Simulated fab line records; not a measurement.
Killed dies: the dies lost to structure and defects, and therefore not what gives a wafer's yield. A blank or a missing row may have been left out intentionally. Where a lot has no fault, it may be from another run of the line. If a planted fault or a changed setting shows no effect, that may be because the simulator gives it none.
Matching of chambers    flow nand harc    NHARC_P_GATE_ALD_36 on ald sin-03 has 4 sister chambers
The step deposits SiNx, target thk 20 nm, pulse time 60 s, ald cycles 223. 14 wafers are shown with their chamber, then 7 later ones without.

## EACH WAFER AND ITS CHAMBER
wafer   chamber  heater power w (W)  precursor pulse height rel
L075.2  2        914                 1.040
L075.3  3        810                 1.006
L075.6  2        930                 1.024
L079.4  2        946                 1.011
L079.6  3        822                 1.000
L079.5  0        960                 1.018
L081.3  2        964                 0.985
L081.4  3        834                 0.995
L081.2  0        932                 0.996
L085.4  1        952                 1.003
L085.5  3        827                 0.962
L085.6  0        934                 1.017
L087.5  0        964                 0.976
L087.6  1        983                 1.009

SIGNATURES (means of the wafers above)
reading                     chamber 0  chamber 1  chamber 2  chamber 3  scatter within a chamber
heater power w              947.50     967.50     938.50     823.25     17.4
precursor pulse height rel  1.00175    1.00600    1.01500    0.99075    0.02
Rule: for each reading, subtract the chamber's mean from the wafer's reading, divide by that reading's scatter and square the result; add these up over the readings and take the root, which gives the wafer's distance from the chamber. The wafer belongs to the nearest chamber; if the next one is less than 2 further off, it can't be placed. The scatter: the root of (the sum of the squares of (reading less its chamber's mean) over the shown wafers, divided by (wafers less chambers)).

## WAFERS WITH NO CHAMBER GIVEN
wafer   heater power w (W)  precursor pulse height rel
L087.4  835                 1.016
L091.1  981                 1.015
L091.4  842                 0.989
L091.3  964                 0.995
L093.1  951                 1.026
L093.2  853                 0.993
L093.5  948                 0.992

## CHAMBER TAKEN BY EACH
wafer   from the rows above           in truth
L087.4  3                             3
L091.1  can't be placed: 1 or 0 or 2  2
L091.4  3                             3
L091.3  can't be placed: 1 or 0 or 2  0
L093.1  can't be placed: 2 or 0 or 1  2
L093.2  3                             3
L093.5  can't be placed: 0 or 2 or 1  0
3 of 7 placed correctly. Unplaceable from these rows: 4, with the true chamber sitting among the candidates in 4. Number placed wrongly: 0.
